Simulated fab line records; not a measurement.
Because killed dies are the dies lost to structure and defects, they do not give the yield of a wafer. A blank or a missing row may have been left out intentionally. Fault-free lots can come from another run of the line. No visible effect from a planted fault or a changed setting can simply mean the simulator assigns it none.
Check of tool commonality -- flow nand harc -- 10 lots, 30 wafers sampled

== WHAT PROMPTED THE OPENING ==
On 2 of the 10 lots, a flag is raised at NHARC_A_M1_INSPECT_11 on the reading raw defect count. Fault-free wafers read 32, with a standard deviation of 15.
Rule: a lot is flagged in two cases, either no wafer of it has a number, or all its wafers with numbers fall more than 4 standard deviations from that mean. As for the other lots, they are considered sound.

lot,measured,on,"raw defect count, wafer by wafer",flag
L365,day 17 22:08,defect inspect-01,24 35 27,
L366,day 17 22:50,defect inspect-01,12 13 24,
L367,day 18 00:41,defect inspect-01,28 25 38,
L363,day 18 01:26,defect inspect-01,35 46 43,
L364,day 19 01:12,defect inspect-01,30 33 17,
L373,day 20 21:50,defect inspect-02,1417 1394 1385,FLAGGED
L374,day 21 00:23,defect inspect-01,1404 1414 1400,FLAGGED
L380,day 21 13:04,defect inspect-02,21 21 32,
L379,day 21 19:28,defect inspect-01,53 48 45,
L382,day 22 06:20,defect inspect-01,27 34 22,
Average over the flagged lots: 1402; offset from the usual +1370, equal to +91 standard deviations.

== WHICH TOOL RAN EACH LOT ==
Before the reading, the record contains 4 process steps out of a 1159-step route. Each cell gives the tool, then ch followed by the chambers the sampled wafers passed through, then the start.
lot,flag,NHARC_A_M0_DESCUM_14,NHARC_A_M0_ETCH_34,NHARC_A_M0_STRIP_18,NHARC_A_M1_DEP_00
L365,,"rie diel-06 ch 2,3, day 17 18:11","rie diel-06 ch 1,2, day 17 18:17","rie diel-13 ch 0,1,3, day 17 18:39","pecvd-04 ch 0,2, day 17 21:23"
L366,,"rie diel-01 ch 1,3, day 17 18:47","rie diel-01 ch 1,3, day 17 18:53","rie diel-06 ch 0,1,3, day 17 19:13","pecvd-02 ch 1,2, day 17 21:52"
L367,,"rie diel-01 ch 1,3, day 17 20:32","rie diel-01 ch 1,2, day 17 20:38","rie diel-01 ch 2,3, day 17 21:00","pecvd-04 ch 0,1, day 17 23:43"
L363,,"rie diel-13 ch 1,2,3, day 17 21:25","rie diel-13 ch 0,2,3, day 17 21:29","rie diel-01 ch 1,2, day 17 21:46","pecvd-01 ch 0,1, day 18 00:35"
L364,,"rie diel-01 ch 1,2,3, day 18 16:38","rie diel-01 ch 2,3, day 18 16:45","rie diel-13 ch 2,3, day 18 17:05","pecvd-01 ch 0,1,2, day 19 00:25"
L373,FLAGGED,"rie diel-13 ch 0,1,2, day 20 17:46","rie diel-13 ch 0,1,2, day 20 17:51","rie diel-01 ch 0,1,2, day 20 18:08","pecvd-01 ch 0,1,2, day 20 20:52"
L374,FLAGGED,"rie diel-06 ch 0,3, day 20 20:24","rie diel-06 ch 0,3, day 20 20:29","rie diel-13 ch 0,1,2, day 20 20:50","pecvd-01 ch 0,1, day 20 23:26"
L380,,"rie diel-06 ch 0,1, day 21 09:04","rie diel-06 ch 1,2,3, day 21 09:10","rie diel-01 ch 1,2,3, day 21 09:26","pecvd-02 ch 0,1,2, day 21 12:06"
L379,,"rie diel-06 ch 0,1,2, day 21 15:29","rie diel-06 ch 1,2,3, day 21 15:33","rie diel-06 ch 0,3, day 21 15:50","pecvd-04 ch 0,1,2, day 21 18:35"
L382,,"rie diel-01 ch 0,2,3, day 22 02:14","rie diel-01 ch 0,3, day 22 02:19","rie diel-01 ch 0,1, day 22 02:37","pecvd-04 ch 0,1,2, day 22 05:22"
What the steps here do:
- NHARC_A_M0_DESCUM_14: chemistry O2, time 3 s.
- NHARC_A_M0_ETCH_34: etches the open film in N2/H2, target depth 40 nm, overetch 12 nm, time 43.94 s.
- NHARC_A_M0_STRIP_18: strips in N2/H2.
- NHARC_A_M1_DEP_00: deposits SiOC, target thk 182.5 nm.
- NHARC_A_M1_INSPECT_11

== FLAGGED AGAINST TOTAL, ONE TOOL AT A TIME (gauges that did the reading follow at the end) ==
step,tool,lots run,flagged,share of the flagged lots,sound lots run after its first flagged lot
NHARC_A_M0_DESCUM_14,rie diel-01,4,0,none,-
NHARC_A_M0_DESCUM_14,rie diel-06,4,1,some,"2 (L380,L379)"
NHARC_A_M0_DESCUM_14,rie diel-13,2,1,some,0
NHARC_A_M0_ETCH_34,rie diel-01,4,0,none,-
NHARC_A_M0_ETCH_34,rie diel-06,4,1,some,"2 (L380,L379)"
NHARC_A_M0_ETCH_34,rie diel-13,2,1,some,0
NHARC_A_M0_STRIP_18,rie diel-01,5,1,some,"2 (L380,L382)"
NHARC_A_M0_STRIP_18,rie diel-06,2,0,none,-
NHARC_A_M0_STRIP_18,rie diel-13,3,1,some,0
NHARC_A_M1_DEP_00,pecvd-01,4,2,all,0
NHARC_A_M1_DEP_00,pecvd-02,2,0,none,-
NHARC_A_M1_DEP_00,pecvd-04,4,0,none,-
NHARC_A_M1_INSPECT_11,defect inspect-01,8,1,some,"2 (L379,L382)"
NHARC_A_M1_INSPECT_11,defect inspect-02,2,1,some,1 (L380)

== WHAT IS ALLOWED BY THE TABLE ==
1 row of the table ran every flagged lot: pecvd-01 at NHARC_A_M1_DEP_00.
- pecvd-01 at NHARC_A_M1_DEP_00: 2 of its 4 lots flagged. Its last sound lot is L364 (day 19 00:25), its first flagged lot L373 (day 20 20:52): a fault that began between those two fits.
One tool is left: pecvd-01 at NHARC_A_M1_DEP_00.

== WHAT WAS PUT IN BY THE SIMULATOR ==
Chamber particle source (pecvd-01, NHARC_A_M1_DEP_00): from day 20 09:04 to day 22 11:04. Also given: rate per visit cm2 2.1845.
Lots struck among those shown: L373, L374. The same result came from the rule above.
